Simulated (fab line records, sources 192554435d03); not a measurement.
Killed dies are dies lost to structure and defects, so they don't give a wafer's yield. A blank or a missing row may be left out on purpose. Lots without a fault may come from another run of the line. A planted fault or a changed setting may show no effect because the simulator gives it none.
Which tool did it? | flow n5_finfet | 6 lots, 17 wafers sampled, at 1 step of a route of 1938

WHAT THE GAUGES READ, wafer by wafer
N5_BEOL_M6_OCD_MEAS_38.
lot  | measured     | on     | trench_depth_nm (nm)
L310 | day 9 04:44  | ocd-01 | 94.5 93.2 93.7
L318 | day 11 02:43 | ocd-01 | 92.8 95.6 95.9
L317 | day 11 14:39 | ocd-02 | 94.1 94.0
L327 | day 13 14:44 | ocd-02 | 94.6 94.0 93.1
L329 | day 14 09:34 | ocd-02 | 94.5 94.3 92.9
L331 | day 15 13:58 | ocd-02 | 91.6 94.2 92.9

WHICH TOOL RAN EACH LOT (tool, then ch and the chambers of the sampled wafers, then the start)
The record holds no process step before these readings.

THE ANSWER, worked out from the rows above alone
Rule: what is usual is taken from the lots themselves. Put in order of their means at a reading, lots are off if they are a third of the lots or fewer, leave a main group of 4 or more, and stand apart from it by a gap of 3 or more times the standard deviation of the main group's means; of several such gaps the widest counts. A main group whose means are all the same, to the digits that the tables above print for the reading, isn't used. A lot without any number at a reading at which 4 lots or more have one is off too. The other lots that the step has rows for count as sound.
No lot is off at any reading shown: from this, nothing can be told.

WHAT THE SIMULATOR HAD PUT IN
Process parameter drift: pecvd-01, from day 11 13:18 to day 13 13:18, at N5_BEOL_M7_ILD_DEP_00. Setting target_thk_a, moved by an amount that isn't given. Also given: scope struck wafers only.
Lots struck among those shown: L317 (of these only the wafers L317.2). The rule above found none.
